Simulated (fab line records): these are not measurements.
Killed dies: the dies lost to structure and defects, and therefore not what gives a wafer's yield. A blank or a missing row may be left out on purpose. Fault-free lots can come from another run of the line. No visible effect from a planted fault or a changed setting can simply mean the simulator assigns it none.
A struck lot beside a sound one || flow n5-finfet || 14 out of 1938 route steps
Sound: these wafers, L231.2, L231.4, L231.5. The struck wafers were L239.4, L239.5, L239.6. Last of all comes the cause.
Order at every step that has rows: each side's tool, ch and its chambers, its first start. Under that, the readings that differ: sound wafers || struck wafers || difference of the means || sigmas: that difference in standard deviations of wafers without a fault.
alike: a reading whose means differ by less than 2 such deviations, as well as words and numbers matching on both sides. not compared: withheld readings; readings where some wafer has no value; bounds like >300 that might hide an equal value; numbers whose values overlap and for which the record gives no deviation.
Wherever a step has rows on one side only, a row that says differs or no value, or a row with sigmas, the two part there. When numbers do not overlap yet have no deviation, they are printed without sigmas and do not part them. A reading that every wafer of one side lacks parts them only if that side has two wafers or more.

N5_BEOL_M0_SAQP_SPACER2_ALD_26: deposits SiO2, target thk 15 nm, pulse time 1 s, purge time 2 s.
  sound on ald-sin-02 ch 0,1, day 7 17:15; struck on ald-sin-02 ch 0,1, day 9 13:59
  alike: heater-power-outer-w, heater-power-w, precursor-pulse-height-rel, susceptor-temp-C
N5_BEOL_M0_SAQP_SPACER2_ETCHBACK_27: etches SiO2 in CHF3/O2, target depth 22.5 nm, time 11.25 s.
  sound on rie-diel-04 ch 0,1,2, day 7 17:48; struck on rie-diel-02 ch 0,2,3, day 9 14:38
  alike: drypump-motor-current-A, oes-product-au, rf-vpp-V, showerhead-plenum-p-Torr, throttle-valve-pct
  not compared: rf-hours-counter-h
N5_BEOL_M0_SAQP_MANDREL2_REMOVE_110: chemistry HBr/Cl2/O2, target a-Si, stops on SiCN, bt time 10 s.
  sound on rie-si-02 ch 0,1, day 7 17:53; struck on rie-si-01 ch 0,1,3, day 9 14:41
{"reading": "throttle-valve-pct (%)", "sound": "36.0 36.5 36.0", "struck": "36.6 37.3 36.9", "difference": "+0.8", "sigmas": "+2"}
  alike: drypump-motor-current-A, mfc-cl2-sccm, oes-product-au
  not compared: rf-hours-counter-h
N5_BEOL_M0_SAQP_CD_MEAS_29: target cd 14.4 nm.
  sound on cd-sem-03 ch 0, day 7 18:00; struck on cd-sem-02 ch 0, day 9 14:48
  alike: cd-nm
then, 8 steps without rows for these wafers: N5_BEOL_M0_SAQP_COAT_69 (time 60 s, resist thk 90 nm); N5_BEOL_M0_SAQP_COAT_72 (time 60 s, resist thk 15 nm); N5_BEOL_M0_SAQP_COAT_87 (time 60 s, resist thk 5 nm); N5_BEOL_M0_SAQP_COAT_34 (resist thk 30 nm); N5_BEOL_M0_SAQP_EBR_36; N5_BEOL_M0_SAQP_SOFTBAKE_35 (time 60 s); N5_BEOL_M0_SAQP_EXPOSE_37 (exposes mask M0 CUT1, target cd 30 nm); N5_BEOL_M0_SAQP_PEB_38 (peb time 60 s).
N5_BEOL_M0_SAQP_DEVELOP_39: develop time 30 s.
  struck on litho-track-02, day 9 15:10; sound on litho-track-02 ch 0, day 7 18:22
  no value came back on the struck wafers for chill-plate-temp-C (C), develop-time-s (s); on the sound wafers chill-plate-temp-C (C) reads 22.98 22.96 22.94
{"reading": "model.CAR-EUV_of_BEOL_M0_SAQP_COAT_34.thk-nm (nm)", "sound": "29.6 29.6 29.6", "struck": "30 30 30", "difference": "+0", "sigmas": ""}
N5_BEOL_M0_SAQP_CD_MEAS_40: target cd 30 nm.
  sound on cd-sem-02 ch 0, day 7 18:26; struck on cd-sem-01 ch 0, day 9 15:14
{"reading": "cd-nm (nm)", "sound": "30.34 30.46 29.98", "struck": "- - -", "difference": "no value on the struck wafers", "sigmas": ""}

## WHERE THEY PART
Last at N5_BEOL_M0_SAQP_CD_MEAS_40 as far as this record goes, first at N5_BEOL_M0_SAQP_MANDREL2_REMOVE_110.

WHY: what had been put in by the simulator
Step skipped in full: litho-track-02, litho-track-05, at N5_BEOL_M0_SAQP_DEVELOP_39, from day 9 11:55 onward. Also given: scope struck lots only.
